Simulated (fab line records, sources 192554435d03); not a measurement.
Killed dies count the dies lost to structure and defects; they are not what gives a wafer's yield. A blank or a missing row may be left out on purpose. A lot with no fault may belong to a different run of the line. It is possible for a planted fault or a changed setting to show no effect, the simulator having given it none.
Chamber matching -- flow n5_finfet -- N5_BEOL_M5_ALD_86 on ald_metal-02: 4 sister chambers
The step deposits TaN, pulse time 2 s, purge time 3 s, co reactant purge time 2 s. 4 wafers are shown with their chamber, then 10 later ones without.

== WAFERS WITH THEIR CHAMBER ==
wafer,chamber,heater_power_w (W)
L083.5,0,439
L083.6,1,559
L089.1,2,395
L089.3,3,439

== WAFERS WHOSE CHAMBER IS MISSING ==
wafer,heater_power_w (W)
L089.4,446
L088.1,394
L088.2,428
L088.5,564
L093.1,440
L093.4,403
L093.5,400
L097.1,407
L097.2,455
L097.3,565

== WHICH CHAMBER EACH WENT THROUGH ==
wafer,from the rows above,in truth
L089.4,can't be placed: 0 or 3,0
L088.1,2,2
L088.2,can't be placed: 0 or 3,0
L088.5,1,1
L093.1,can't be placed: 0 or 3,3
L093.4,2,2
L093.5,2,2
L097.1,2,2
L097.2,can't be placed: 0 or 3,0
L097.3,1,1
Correct placement for 6 of the 10. Not placeable from these rows: 4 (in 4, the candidates include the true chamber). Placed wrongly: 0.
How it was worked out, from the rows above alone: a wafer's distance from a chamber is the root of the sum, over the readings, of the square of ((its reading less the chamber's mean) divided by the reading's scatter). If the next closest chamber is less than 2 further off than the closest, the wafer can't be placed; otherwise it belongs to the closest. A chamber's mean is the mean of its shown wafers. The scatter: with one shown wafer a chamber, the root of the mean of the squares of how far each hidden wafer lies from its nearest shown one.
